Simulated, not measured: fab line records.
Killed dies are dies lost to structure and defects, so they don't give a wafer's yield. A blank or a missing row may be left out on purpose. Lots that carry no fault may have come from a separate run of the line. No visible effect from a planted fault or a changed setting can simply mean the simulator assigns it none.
Split-lot experiment | flow n5-finfet | route with 1938 steps; 7 lots, 21 wafers read

THE SPLIT
At N5_BEOL_M4_TRENCH_ETCH_37 (etches SiOC in C4F6/O2, target depth 55.555 nm, time 29.2 s), the setting bias-w was moved away from the recipe's 185 W on 9 of the 21 wafers read, by -13.2% to +13.0%. This setting was run at the recipe's value on the other wafers.

The reading is taken at the split's own step.

THE READING
rf-vpp-V, in V, at N5_BEOL_M4_TRENCH_ETCH_37 (etches SiOC in C4F6/O2, target depth 55.555 nm, time 29.2 s). A value of 667 V with a standard deviation of 7.3 V is what fault-free wafers of this fab line usually give.

wafer  | tool, chamber at the split | bias-w as run, W | against the recipe | rf-vpp-V, V | against lot-mates on the recipe
L074.1 | rie-diel-01, 1             | 160.6            | -13.2%             | 593         | -62
L074.2 | rie-diel-01, 3             | 185              | recipe             | 655         | -
L074.5 | rie-diel-01, 1             | 160.6            | -13.2%             | 593         | -62
L077.4 | rie-diel-04, 3             | 185              | recipe             | 671         | -
L077.5 | rie-diel-04, 2             | 185              | recipe             | 664         | -
L077.6 | rie-diel-04, 0             | 185              | recipe             | 676         | -
L076.3 | rie-diel-01, 3             | 209.1            | +13.0%             | 721         | +58
L076.4 | rie-diel-01, 0             | 185              | recipe             | 671         | -
L076.6 | rie-diel-01, 3             | 185              | recipe             | 655         | -
L078.2 | rie-diel-05, 2             | 185              | recipe             | 667         | -
L078.3 | rie-diel-05, 1             | 196.3            | +6.1%              | 692         | +28
L078.6 | rie-diel-05, 3             | 185              | recipe             | 660         | -
L086.1 | rie-diel-01, 1             | 207.2            | +12.0%             | 723         | no lot-mate on the recipe
L086.2 | rie-diel-01, 3             | 207.2            | +12.0%             | 716         | no lot-mate on the recipe
L086.3 | rie-diel-01, 2             | 207.2            | +12.0%             | 745         | no lot-mate on the recipe
L087.2 | rie-diel-05, 2             | 163.9            | -11.4%             | 604         | -66
L087.5 | rie-diel-05, 0             | 185              | recipe             | 670         | -
L087.6 | rie-diel-05, 3             | 163.9            | -11.4%             | 602         | -68
L091.2 | rie-diel-04, 0             | 185              | recipe             | 673         | -
L091.3 | rie-diel-04, 1             | 185              | recipe             | 668         | -
L091.4 | rie-diel-04, 2             | 185              | recipe             | 663         | -

THE FIT
A straight line over all 21 wafers: rf-vpp-V changes by +5.2 V for each +1% of bias-w; r = +0.98; the points scatter about the line by 7.9 V.
The same after taking each lot's own level away (the mean of its wafers on the recipe; 18 wafers): +4.98 V for each +1%; r = +0.99; scatter 5.8 V.
On that fit, the largest move of bias-w shifts the reading by 66 V.
From 655.0 to 670.3 V: that is the span of the lots' own levels, equal to 2.1 times the standard deviation above.
So the lot-to-lot level changes the slope little: the two slopes agree.
Check: with one of the wafers moved furthest among these (-13.2%) left out of the fit, the line predicts -68.3 V for it against its lot-mates. It came out at -62 V against them.
Tool readings at the split's step, against how far the setting was moved: rf-vpp-V r = +0.98.

FURTHER SPLITS ON THESE WAFERS
Other splits were also applied to these wafers ahead of the reading. Each is held against what the fit with the lots' levels taken away leaves over:
other split on the same wafers   | wafers away from the commonest value | r with rf-vpp-V (lot level and that fit taken away)
N5_BEOL_M3_TRENCH_ETCH_37 time-s | 7                                    | +0.19

THE FILE'S OWN FIT
rf-vpp-V changes by +4.9 V for each +1% of bias-w, r = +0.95.
